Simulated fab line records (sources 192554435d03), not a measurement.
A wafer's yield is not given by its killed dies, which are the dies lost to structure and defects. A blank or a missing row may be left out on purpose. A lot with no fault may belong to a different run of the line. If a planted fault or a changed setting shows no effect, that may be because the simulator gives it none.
Split-lot study -- flow n5 finfet -- route with 1938 steps; 7 lots, 21 wafers read

## SPLIT DETAILS
At N5_BEOL_M10_VIA_ETCH_34 (etches SiCOH lowk in C4F6/O2, target depth 184.5 nm, time 69.2 s), the setting time s was moved away from the recipe's 69.2 s on 8 of the 21 wafers read, by -19.6% to +21.8%. For the rest of the wafers, this setting stayed at what the recipe calls for.

The reading comes from the split's own step.

## THE READING
SOC_of_BEOL_M10_COAT_63.thk nm (the simulator's own value, which no gauge read), in nm, at N5_BEOL_M10_VIA_ETCH_34 (etches SiCOH lowk in C4F6/O2, target depth 184.5 nm, time 69.2 s). The file gives no usual value for it. Average 92.0 nm, standard deviation 0.38 nm, over the 13 wafers here run with the recipe.

wafer,"tool, chamber at the split","time s as run, s",against the recipe,"SOC_of_BEOL_M10_COAT_63.thk nm, nm",against lot-mates on the recipe
L077.3,"rie diel-02, 0",69.2,recipe,91.4,-
L077.4,"rie diel-02, 2",84.26,+21.8%,89.8,-1.9
L077.5,"rie diel-02, 3",69.2,recipe,92,-
L078.2,"rie diel-06, 2",69.2,recipe,91.8,-
L078.5,"rie diel-06, 0",69.2,recipe,92,-
L078.6,"rie diel-06, 3",69.2,recipe,91.4,-
L082.1,"rie diel-06, 0",69.2,recipe,92.2,-
L082.2,"rie diel-06, 2",69.2,recipe,91.6,-
L082.5,"rie diel-06, 1",77.98,+12.7%,90.4,-1.5
L090.1,"rie diel-02, 2",69.2,recipe,91.8,-
L090.3,"rie diel-02, 1",79.4,+14.7%,90.8,-0.9
L090.6,"rie diel-02, 0",69.2,recipe,91.6,-
L091.1,"rie diel-04, 3",59.69,-13.7%,92.6,no lot-mate on the recipe
L091.3,"rie diel-04, 2",59.69,-13.7%,92.6,no lot-mate on the recipe
L091.4,"rie diel-04, 1",59.69,-13.7%,92.4,no lot-mate on the recipe
L095.1,"rie diel-04, 1",69.2,recipe,92.4,-
L095.3,"rie diel-04, 2",55.65,-19.6%,93.6,+1.2
L095.5,"rie diel-04, 3",55.65,-19.6%,93.8,+1.4
L097.1,"rie diel-06, 3",69.2,recipe,92.4,-
L097.2,"rie diel-06, 1",69.2,recipe,92.2,-
L097.4,"rie diel-06, 2",69.2,recipe,92.6,-

FIT RESULTS
A straight line over all 21 wafers: SOC_of_BEOL_M10_COAT_63.thk nm changes by -0.082 nm for each +1% of time s; r = -0.91; the points scatter about the line by 0.4 nm.
The same after taking each lot's own level away (the mean of its wafers on the recipe; 18 wafers): -0.0766 nm for each +1%; r = -0.95; scatter 0.26 nm.
That fit puts the effect of the largest move of time s on the reading at 1.7 nm.
From 91.70 to 92.40 nm: that is the span of the lots' own levels, equal to 1.9 times the standard deviation above.
Consequently the slope shifts little with the lot-to-lot level, the two slopes agreeing.
Check: with one of the wafers moved furthest among these (+21.8%) left out of the fit, the line predicts -1.63 nm for it against its lot-mates. It came out at -1.9 nm against them.

## ADDITIONAL SPLITS CARRIED BY THESE WAFERS
Before the reading, these wafers also passed through other splits. Each is held against what the fit with the lots' levels taken away leaves over:
other split on the same wafers,wafers away from the commonest value,r with SOC_of_BEOL_M10_COAT_63.thk nm (lot level and that fit taken away)
N5_BEOL_M9_EXPOSE_08 dose mj,4,+0.34
N5_BEOL_M10_PEB_26 peb time s,6,+0.09

## THE WHOLE CHAIN: every reading that the file lists as answering this split, in the file's order
step,what it does,reading,change (the file's fit),r (the file's)
N5_BEOL_M10_VIA_ETCH_34,"etches SiCOH lowk in C4F6/O2, target depth 184.5 nm, time 69.2 s","etch.depth nm (the simulator's own value, which no gauge read)",+1.98 nm for each +1% of the setting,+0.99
N5_BEOL_M10_VIA_ETCH_34,"etches SiCOH lowk in C4F6/O2, target depth 184.5 nm, time 69.2 s","SOC_of_BEOL_M10_COAT_63.thk nm (the simulator's own value, which no gauge read)",-0.0802 nm for each +1% of the setting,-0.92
N5_PASSIVATION_PROBE_49,,defect limited yield,"+1.35 for each +1% of the setting, in a fit together with time s@PASSIVATION_PASS_ETCH_47",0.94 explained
N5_PASSIVATION_PROBE_49,,killed dies,"-15.9 for each +1% of the setting, in a fit together with time s@PASSIVATION_PASS_ETCH_47",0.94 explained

## THE FILE'S OWN FIT
SOC_of_BEOL_M10_COAT_63.thk nm changes by -0.0802 nm for each +1% of time s, r = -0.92.
